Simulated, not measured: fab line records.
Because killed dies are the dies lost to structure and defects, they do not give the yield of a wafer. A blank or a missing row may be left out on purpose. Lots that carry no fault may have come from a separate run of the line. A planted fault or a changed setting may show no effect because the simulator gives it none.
3 desks looking at one fault | flow n5_finfet | only its own numbers are on each desk; what lay behind them is given at the end

AT THE TOOL OWNER'S DESK: pecvd-01
The tool's own readings at N5_BEOL_M7_PECVD_70 (deposits SiO2 from TEOS/O2, target thk 20 nm, time 22.7 s): means of the sampled wafers that have a number, for each lot that ran on this tool. Any lot whose mean is over 4 standard deviations away from the usual mean is out of limits and marked OUT; that distance is given in the brackets.
Columns: A = heater_power_w at N5_BEOL_M7_PECVD_70, usual 690 W; B = showerhead_plenum_p_Torr at N5_BEOL_M7_PECVD_70, usual 8.77 Torr; C = throttle_valve_pct at N5_BEOL_M7_PECVD_70, usual 21.9 %
lot  | first seen here | A   | B    | C
L205 | day 12 13:50    | 725 | 8.82 | 21.9
L209 | day 13 20:47    | 594 | 8.81 | 21.9
L210 | day 14 04:11    | 616 | 8.82 | 21.9
This desk's finding: nothing out of limits on any of the 3 lots.

THE DEFECT DESK
Counts from the inspections along the route, per lot, as means over the sampled wafers that have a number. Any lot whose mean is over 4 standard deviations away from the usual mean is out of limits and marked OUT; that distance is given in the brackets.
Columns: A = raw_defect_count at N5_BEOL_M6_INSPECT_58, usual 71; B = raw_defect_count at N5_BEOL_M7_INSPECT_13, usual 395
lot  | first seen here | A   | B
L194 | day 9 07:38     | 63  | 356
L201 | day 11 11:45    | 109 | 434
L205 | day 12 13:11    | 58  | 349
L209 | day 13 20:07    | 78  | 395
L211 | day 13 21:55    | 100 | 392
L210 | day 14 03:32    | 49  | 416
This desk's finding: nothing out of limits on any of the 6 lots.

METROLOGY DESK
Lot by lot, what the gauges showed, no matter which tool ran the lot: averages of those sampled wafers that carry a number. Any lot whose mean is over 4 standard deviations away from the usual mean is out of limits and marked OUT; that distance is given in the brackets.
Columns: A = M6_THK at N5_BEOL_M6_THK_MEAS_53, usual 80.4 nm; B = M6_RS at N5_BEOL_M6_RS_MEAS_57, usual 0.286 ohm/sq; C = M7_ILD_THK at N5_BEOL_M7_THK_MEAS_01, usual 154.9 nm; D = cd_nm at N5_BEOL_M7_CD_MEAS_11, usual 38.5 nm; E = M7_OVL at N5_BEOL_M7_OVL_MEAS_12, usual 0.0 nm; F = cd_nm at N5_BEOL_M7_CD_MEAS_18, usual 39.9 nm
lot  | first seen here | A    | B     | C     | D    | E    | F
L194 | day 9 07:29     | 80.0 | 0.289 | 155.5 | 39.0 | 0.2  | 40.1
L201 | day 11 11:35    | 81.5 | 0.280 | 154.4 | 38.1 | -0.2 | 40.0
L205 | day 12 13:01    | 79.5 | 0.288 | 155.9 | 38.7 | 0.2  | 40.1
L209 | day 13 19:56    | 85.2 | 0.267 | 154.9 | 38.5 | -1.7 | 39.9
L211 | day 13 21:46    | 77.1 | 0.296 | 155.3 | 37.2 | 0.3  | 38.7
L210 | day 14 03:23    | 78.8 | 0.292 | 152.6 | 38.5 | 0.6  | 39.7
This desk's finding: nothing out of limits on any of the 6 lots.

PUT TOGETHER
Nothing out of limits was seen by the tool owner's desk.
Nothing the defect desk looked at was out of limits.
From the metrology desk's view, nothing was out of limits.

WHAT HAD BEEN PUT IN BY THE SIMULATOR
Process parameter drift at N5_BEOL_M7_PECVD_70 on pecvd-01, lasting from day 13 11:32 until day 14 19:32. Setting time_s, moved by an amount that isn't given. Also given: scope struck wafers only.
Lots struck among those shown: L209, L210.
